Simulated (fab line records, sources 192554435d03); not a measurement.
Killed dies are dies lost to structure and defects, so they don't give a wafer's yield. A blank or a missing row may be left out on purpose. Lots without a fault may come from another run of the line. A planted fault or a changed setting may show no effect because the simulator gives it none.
Which tool did it? | flow n5_finfet | 9 lots, 27 wafers sampled, at 7 steps of a route of 1938

WHAT THE GAUGES READ, wafer by wafer
N5_BEOL_M8_INSPECT_58: inspects for defects (darkfield). Usual: raw_defect_count 74, standard deviation 25.
lot  | measured     | on                | raw_defect_count | flag
L345 | day 10 03:05 | defect_inspect-01 | 54 43 62         |
L350 | day 11 15:44 | defect_inspect-01 | 1185 1145 1138   | OFF
L349 | day 11 16:35 | defect_inspect-02 | 1253 1198 1108   | OFF
L358 | day 14 02:47 | defect_inspect-01 | 55 160 64        |
L359 | day 14 05:49 | defect_inspect-02 | 83 122 87        |
L361 | day 14 19:37 | defect_inspect-02 | 59 68 62         |
L363 | day 15 09:50 | defect_inspect-01 | 73 138 65        |
L365 | day 15 11:07 | defect_inspect-01 | 100 98 86        |
L364 | day 15 15:32 | defect_inspect-01 | 68 42 38         |

N5_BEOL_M9_INSPECT_13: inspects for defects (brightfield). Usual: raw_defect_count 419, standard deviation 82.
lot  | measured     | on                | raw_defect_count | flag
L345 | day 10 05:10 | defect_inspect-01 | 507 396 500      |
L350 | day 11 17:37 | defect_inspect-02 | 1486 1427 1483   | OFF
L349 | day 11 18:50 | defect_inspect-02 | 1576 1449 1343   | OFF
L358 | day 14 05:29 | defect_inspect-01 | 449 570 353      |
L359 | day 14 12:11 | defect_inspect-01 | 439 505 405      |
L361 | day 14 22:14 | defect_inspect-02 | 361 485 471      |
L363 | day 15 12:16 | defect_inspect-01 | 480 448 494      |
L365 | day 15 12:48 | defect_inspect-01 | 456 427 495      |
L364 | day 15 18:32 | defect_inspect-02 | 421 403 398      |

N5_BEOL_M9_INSPECT_30: inspects for defects (brightfield). Usual: raw_defect_count 422, standard deviation 92.
lot  | measured     | on                | raw_defect_count | flag
L345 | day 10 06:52 | defect_inspect-01 | 499 389 513      |
L350 | day 11 20:18 | defect_inspect-01 | 1453 1420 1474   | OFF
L349 | day 11 20:29 | defect_inspect-01 | 1561 1449 1319   | OFF
L358 | day 14 11:45 | defect_inspect-01 | 481 588 373      |
L359 | day 14 14:35 | defect_inspect-02 | 498 505 420      |
L361 | day 15 00:38 | defect_inspect-01 | 340 504 477      |
L363 | day 15 13:17 | defect_inspect-01 | 490 440 481      |
L365 | day 15 13:41 | defect_inspect-02 | 479 468 537      |
L364 | day 15 21:15 | defect_inspect-01 | 406 367 374      |

WHICH TOOL RAN EACH LOT (tool, then ch and the chambers of the sampled wafers, then the start)
lot  | N5_BEOL_M8_STRIP_36                | N5_BEOL_M8_CMP_52             | N5_BEOL_M9_CURE_71            | N5_BEOL_M9_PECVD_70
L345 | rie_diel-03 ch 1,2,3, day 10 00:21 | cmp-03 ch 0,2,3, day 10 02:42 | uv_cure-01 ch 1, day 10 03:17 | pecvd-01 ch 1,2, day 10 03:45
L350 | rie_diel-04 ch 0,1, day 11 11:44   | cmp-03 ch 0,1,2, day 11 15:17 | uv_cure-03 ch 0, day 11 15:56 | pecvd-04 ch 1,2, day 11 16:24
L349 | rie_diel-03 ch 0,2, day 11 13:26   | cmp-03 ch 0,1,3, day 11 16:14 | uv_cure-02 ch 2, day 11 16:52 | pecvd-01 ch 0,2, day 11 17:44
L358 | rie_diel-04 ch 1,2, day 13 22:20   | cmp-04 ch 2,3, day 14 02:20   | uv_cure-02 ch 0, day 14 02:59 | pecvd-03 ch 0,2, day 14 03:27
L359 | rie_diel-04 ch 0,1,3, day 14 02:18 | cmp-01 ch 1,2,3, day 14 05:24 | uv_cure-01 ch 2, day 14 06:04 | pecvd-01 ch 0,1,2, day 14 06:32
L361 | rie_diel-03 ch 0,1, day 14 15:14   | cmp-01 ch 2,3, day 14 19:10   | uv_cure-02 ch 2, day 14 19:44 | pecvd-01 ch 0,1, day 14 20:17
L363 | rie_diel-03 ch 0,1,2, day 15 07:25 | cmp-03 ch 1,2,3, day 15 09:23 | uv_cure-03 ch 2, day 15 10:02 | pecvd-01 ch 0,2, day 15 10:30
L365 | rie_diel-01 ch 1,2,3, day 15 07:34 | cmp-03 ch 1,2,3, day 15 10:40 | uv_cure-01 ch 2, day 15 11:14 | pecvd-03 ch 0,1, day 15 11:47
L364 | rie_diel-01 ch 1,2,3, day 15 12:14 | cmp-04 ch 0,2, day 15 15:07   | uv_cure-03 ch 2, day 15 15:44 | pecvd-04 ch 1,2, day 15 16:12
- N5_BEOL_M8_STRIP_36: strips in N2/H2.
- N5_BEOL_M8_CMP_52: polishes, stops on SiCOH lowk, t overpolish 6.9 s, target thk 80 nm.
- N5_BEOL_M9_CURE_71: cures SiCOH lowk, time 240 s.
- N5_BEOL_M9_PECVD_70: deposits SiO2 from TEOS/O2, target thk 20 nm, time 22.7 s.

WHAT THE TOOLS THEMSELVES READ (means of the sampled wafers that have a number; where no wafer has one, the mark that the record gives instead)
N5_BEOL_M8_STRIP_36. Usual: chamber_pressure_mTorr 20.00 mTorr, standard deviation 0.04; drypump_motor_current_A 5.9 A, standard deviation 0.41; oes_product_au 0.80 a.u., standard deviation 0.087; rf_vpp_V 59.3 V, standard deviation 1.5; showerhead_plenum_p_Torr 2.53 Torr, standard deviation 0.079; throttle_valve_pct 23.6 %, standard deviation 0.34.
lot  | tool        | chamber_pressure_mTorr (mTorr) | drypump_motor_current_A (A) | oes_product_au (a.u.) | rf_vpp_V (V) | showerhead_plenum_p_Torr (Torr) | throttle_valve_pct (%) | flag
L345 | rie_diel-03 | 19.99                          | 5.7                         | 0.70                  | 59.7         | 2.55                            | 23.6                   |
L350 | rie_diel-04 | 19.97                          | 5.6                         | 0.91                  | 59.6         | 2.55                            | 23.6                   |
L349 | rie_diel-03 | 19.96                          | 6.0                         | 0.78                  | 57.7         | 2.52                            | 23.3                   |
L358 | rie_diel-04 | 20.03                          | 5.4                         | 0.84                  | 60.2         | 2.52                            | 23.5                   |
L359 | rie_diel-04 | 20.00                          | 5.9                         | 0.80                  | 58.5         | 2.48                            | 23.6                   |
L361 | rie_diel-03 | 19.99                          | 5.9                         | 0.91                  | 58.6         | 2.48                            | 23.5                   |
L363 | rie_diel-03 | 19.98                          | 6.0                         | 0.83                  | 57.9         | 2.49                            | 23.4                   |
L365 | rie_diel-01 | 19.99                          | 6.3                         | 0.78                  | 60.9         | 2.58                            | 23.8                   |
L364 | rie_diel-01 | 19.98                          | 6.3                         | 0.78                  | 58.2         | 2.58                            | 23.8                   |

N5_BEOL_M8_CMP_52. Usual: barrier_field_endpoint_s 29.2 s, standard deviation 0.59; clearing_platen_rpm 49.994 rpm, standard deviation 0.028; edge_zone_pressure_frac 1.000, standard deviation 0.0049; motor_current_A 6.1 A, standard deviation 0.64; overpolish_run_s 6.901 s, standard deviation 0.0088; time_to_endpoint_s 63.3 s, standard deviation 2.3.
lot  | tool   | barrier_field_endpoint_s (s) | clearing_platen_rpm (rpm) | edge_zone_pressure_frac | motor_current_A (A) | overpolish_run_s (s) | time_to_endpoint_s (s) | flag
L345 | cmp-03 | 29.3                         | 49.997                    | 0.999                   | 5.5                 | 6.905                | 62.5                   |
L350 | cmp-03 | 29.7                         | 49.988                    | 0.999                   | 5.5                 | 6.897                | 64.5                   |
L349 | cmp-03 | 29.2                         | 50.014                    | 0.998                   | 5.4                 | 6.906                | 62.8                   |
L358 | cmp-04 | 28.9                         | 50.003                    | 0.998                   | 6.3                 | 6.900                | 60.9                   |
L359 | cmp-01 | 28.7                         | 49.997                    | 1.003                   | 6.7                 | 6.898                | 63.8                   |
L361 | cmp-01 | 29.4                         | 49.976                    | 1.002                   | 7.2                 | 6.898                | 65.8                   |
L363 | cmp-03 | 29.4                         | 50.015                    | 1.001                   | 5.2                 | 6.898                | 64.0                   |
L365 | cmp-03 | 29.5                         | 49.985                    | 0.999                   | 5.2                 | 6.894                | 63.4                   |
L364 | cmp-04 | 28.9                         | 49.975                    | 1.002                   | 6.7                 | 6.905                | 62.4                   |

N5_BEOL_M9_CURE_71. Usual: lamp_power_pct 52.31 %, standard deviation 0.053; wafer_temp_C_max 386.4, standard deviation 0.42.
lot  | tool       | lamp_power_pct (%) | wafer_temp_C_max | flag
L345 | uv_cure-01 | 52.33              | 386.3            |
L350 | uv_cure-03 | 52.33              | 386.8            |
L349 | uv_cure-02 | 52.33              | 386.1            |
L358 | uv_cure-02 | 52.31              | 386.1            |
L359 | uv_cure-01 | 52.29              | 387.1            |
L361 | uv_cure-02 | 52.28              | 386.3            |
L363 | uv_cure-03 | 52.31              | 386.6            |
L365 | uv_cure-01 | 52.31              | 386.4            |
L364 | uv_cure-03 | 52.26              | 386.8            |

N5_BEOL_M9_PECVD_70. Usual: heater_power_w 662 W, standard deviation 110; rf_fwd_power_W 444.2 W, standard deviation 2.2; showerhead_plenum_p_Torr 8.75 Torr, standard deviation 0.05; throttle_valve_pct 21.9 %, standard deviation 1.3.
lot  | tool     | heater_power_w (W) | rf_fwd_power_W (W) | showerhead_plenum_p_Torr (Torr) | throttle_valve_pct (%) | flag
L345 | pecvd-01 | 624                | 444.5              | 8.78                            | 21.1                   |
L350 | pecvd-04 | 840                | 446.6              | 8.75                            | 20.6                   |
L349 | pecvd-01 | 529                | 443.0              | 8.80                            | 22.6                   |
L358 | pecvd-03 | 755                | 443.0              | 8.64                            | 22.0                   |
L359 | pecvd-01 | 623                | 444.8              | 8.77                            | 22.3                   |
L361 | pecvd-01 | 601                | 443.5              | 8.76                            | 23.3                   |
L363 | pecvd-01 | 601                | 445.2              | 8.80                            | 21.5                   |
L365 | pecvd-03 | 660                | 444.6              | 8.70                            | 21.8                   |
L364 | pecvd-04 | 824                | 446.6              | 8.74                            | 20.7                   |

THE ANSWER, worked out from the rows above alone
Rule: a lot is off if the mean of its wafers that have a number lies more than 3 standard deviations from the usual mean. A lot without any number at a reading at which 4 lots or more have one is off too. The other lots that the step has rows for count as sound. The gauges are gone through in route order, then the tools' own readings, and for those a lot's mean is taken as printed above. The first step at which some lot is off is used, and at that step the reading that is off furthest; a lot without a number counts as furthest.
Off: L350, L349, at N5_BEOL_M8_INSPECT_58 (raw_defect_count).
A tool fits if, at a process step before that reading, it ran every lot that is off, and no sound lot after the first of them. The gauges at N5_BEOL_M8_INSPECT_58 are tried like those tools. None of those tried fits.

WHAT THE SIMULATOR HAD PUT IN
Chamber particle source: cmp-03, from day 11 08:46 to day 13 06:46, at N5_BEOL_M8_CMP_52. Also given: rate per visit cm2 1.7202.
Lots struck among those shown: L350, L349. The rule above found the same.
